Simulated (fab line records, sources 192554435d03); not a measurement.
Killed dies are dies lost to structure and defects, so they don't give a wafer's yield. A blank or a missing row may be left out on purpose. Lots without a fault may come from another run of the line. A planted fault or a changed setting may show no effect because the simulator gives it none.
Chamber matching | flow n5_finfet | N5_HKMG_FIN_HK_ALD_01 on ald_hk-02: 4 sister chambers
The step deposits HfO2, target thk 1.6 nm, pulse time 3 s, purge time 3 s. 16 wafers are shown with their chamber, then 8 later ones without.

WAFERS WITH THEIR CHAMBER
wafer  | chamber | precursor_pulse_height_rel
L075.1 | 2       | 1.030
L075.3 | 3       | 0.990
L075.5 | 2       | 0.956
L079.2 | 3       | 0.992
L079.3 | 1       | 1.002
L079.6 | 0       | 0.995
L082.4 | 0       | 0.979
L082.5 | 2       | 1.034
L082.6 | 1       | 1.007
L083.3 | 1       | 1.023
L083.4 | 0       | 1.008
L083.6 | 2       | 1.023
L084.1 | 0       | 1.026
L084.4 | 3       | 0.971
L084.6 | 3       | 1.014
L085.2 | 1       | 0.967

SIGNATURES (means of the wafers above)
reading                    | chamber 0 | chamber 1 | chamber 2 | chamber 3 | scatter within a chamber
precursor_pulse_height_rel | 1.00200   | 0.99975   | 1.01075   | 0.99175   | 0.0256
Rule: a wafer's distance from a chamber is the root of the sum, over the readings, of the square of ((its reading less the chamber's mean) divided by the reading's scatter). The wafer belongs to the nearest chamber; if the next one is less than 2 further off, it can't be placed. The scatter: the root of (the sum of the squares of (reading less its chamber's mean) over the shown wafers, divided by (wafers less chambers)).

WAFERS WITHOUT THEIR CHAMBER
wafer  | precursor_pulse_height_rel
L085.3 | 1.004
L085.4 | 1.007
L087.1 | 1.023
L087.4 | 0.999
L087.5 | 0.991
L092.1 | 0.974
L092.2 | 1.017
L092.5 | 0.973

WHICH CHAMBER EACH WENT THROUGH
wafer  | from the rows above               | in truth
L085.3 | can't be placed: 0 or 1 or 2 or 3 | 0
L085.4 | can't be placed: 2 or 0 or 1 or 3 | 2
L087.1 | can't be placed: 2 or 0 or 1 or 3 | 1
L087.4 | can't be placed: 1 or 0 or 3 or 2 | 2
L087.5 | can't be placed: 3 or 1 or 0 or 2 | 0
L092.1 | can't be placed: 3 or 1 or 0 or 2 | 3
L092.2 | can't be placed: 2 or 0 or 1 or 3 | 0
L092.5 | can't be placed: 3 or 1 or 0 or 2 | 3
Placed correctly: 0 of 8. Can't be placed from these rows: 8 (the true chamber is among the candidates in 8). Placed wrongly: 0.
